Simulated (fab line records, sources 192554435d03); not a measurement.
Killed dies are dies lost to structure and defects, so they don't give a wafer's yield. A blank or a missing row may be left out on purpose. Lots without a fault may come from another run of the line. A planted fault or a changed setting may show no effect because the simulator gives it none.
One fault seen from 3 desks | flow n5_finfet | each desk has only its own numbers; what lay behind them comes last

THE DEFECT DESK
What the inspections along the route counted, lot by lot: means of the sampled wafers that have a number. A lot is out of limits, marked OUT, if its mean lies more than 4 standard deviations from the usual mean; the brackets give that distance.
Columns: A = raw_defect_count at N5_BEOL_M2_INSPECT_30, usual 413
lot  | first seen here | A
L640 | day 7 13:25     | 421
L644 | day 9 00:35     | 269
L643 | day 9 03:55     | 380
L646 | day 9 11:24     | 454
L647 | day 9 11:28     | 341
L659 | day 12 04:26    | 419
L658 | day 12 04:40    | 350
This desk's finding: nothing out of limits on any of the 7 lots.

THE TOOL OWNER'S DESK: rie_diel-01
The tool's own readings at N5_BEOL_M2_VIA_ETCH_34 (etches the open film in C4F6/O2, target depth 69.4 nm, time 65.9 s): means of the sampled wafers that have a number, for each lot that ran on this tool. A lot is out of limits, marked OUT, if its mean lies more than 4 standard deviations from the usual mean; the brackets give that distance.
Columns: A = drypump_motor_current_A at N5_BEOL_M2_VIA_ETCH_34, usual 5.5 A; B = oes_product_au at N5_BEOL_M2_VIA_ETCH_34, usual 0.78 a.u.; C = rf_vpp_V at N5_BEOL_M2_VIA_ETCH_34, usual 666 V; D = run_length_s at N5_BEOL_M2_VIA_ETCH_34, usual 89.1 s; E = showerhead_plenum_p_Torr at N5_BEOL_M2_VIA_ETCH_34, usual 2.82 Torr; F = throttle_valve_pct at N5_BEOL_M2_VIA_ETCH_34, usual 30.71 %
lot  | first seen here | A   | B    | C   | D    | E    | F
L640 | day 7 16:44     | 5.6 | 0.77 | 665 | 89.1 | 2.77 | 30.70
L644 | day 9 02:30     | 5.5 | 0.73 | 668 | 90.3 | 2.77 | 30.87
L643 | day 9 05:40     | 5.3 | 0.89 | 661 | 90.7 | 2.88 | 30.45
L646 | day 9 16:33     | 5.0 | 0.82 | 658 | 90.2 | 2.85 | 30.72
L658 | day 12 10:11    | 5.5 | 0.81 | 666 | 88.9 | 2.85 | 30.59
This desk's finding: nothing out of limits on any of the 5 lots.

THE METROLOGY DESK
What the gauges read, lot by lot, whatever tool the lot ran on: means of the sampled wafers that have a number. A lot is out of limits, marked OUT, if its mean lies more than 4 standard deviations from the usual mean; the brackets give that distance. Of its 12 readings 7 are shown: those that lie furthest out on some lot.
Columns: A = V1_OVL at N5_BEOL_M2_OVL_MEAS_29, usual 0.1 nm; B = DIBL_N at N5_BEOL_M4_RC_MEAS_101, usual 36.4 mV/V; C = IOFF_N at N5_BEOL_M4_RC_MEAS_101, usual 0.152 nA/um; D = IOFF_P at N5_BEOL_M4_RC_MEAS_101, usual 0.20 nA/um; E = ION_P at N5_BEOL_M4_RC_MEAS_101, usual 459 uA/um; F = VT_N at N5_BEOL_M4_RC_MEAS_101, usual 251 mV; G = VT_P at N5_BEOL_M4_RC_MEAS_101, usual -252 mV
lot  | first seen here | A    | B    | C     | D    | E   | F   | G
L640 | day 7 13:20     | 0.8  | 36.5 | 0.154 | 0.19 | 456 | 251 | -252
L644 | day 9 00:29     | 0.5  | 36.8 | 0.151 | 0.20 | 461 | 252 | -254
L643 | day 9 03:50     | -0.5 | 35.2 | 0.127 | 0.15 | 456 | 254 | -256
L646 | day 9 11:19     | -0.6 | 37.5 | 0.178 | 0.22 | 465 | 248 | -250
L647 | day 9 11:22     | 0.3  | 37.6 | 0.167 | 0.23 | 464 | 249 | -248
L659 | day 12 04:21    | 0.1  | 36.0 | 0.134 | 0.15 | 447 | 254 | -258
L658 | day 12 04:34    | 0.6  | 33.9 | 0.117 | 0.18 | 456 | 256 | -253
This desk's finding: nothing out of limits on any of the 7 lots.

PUT TOGETHER
The defect desk saw nothing out of limits.
The tool owner's desk saw nothing out of limits.
The metrology desk saw nothing out of limits.

WHAT THE SIMULATOR HAD PUT IN
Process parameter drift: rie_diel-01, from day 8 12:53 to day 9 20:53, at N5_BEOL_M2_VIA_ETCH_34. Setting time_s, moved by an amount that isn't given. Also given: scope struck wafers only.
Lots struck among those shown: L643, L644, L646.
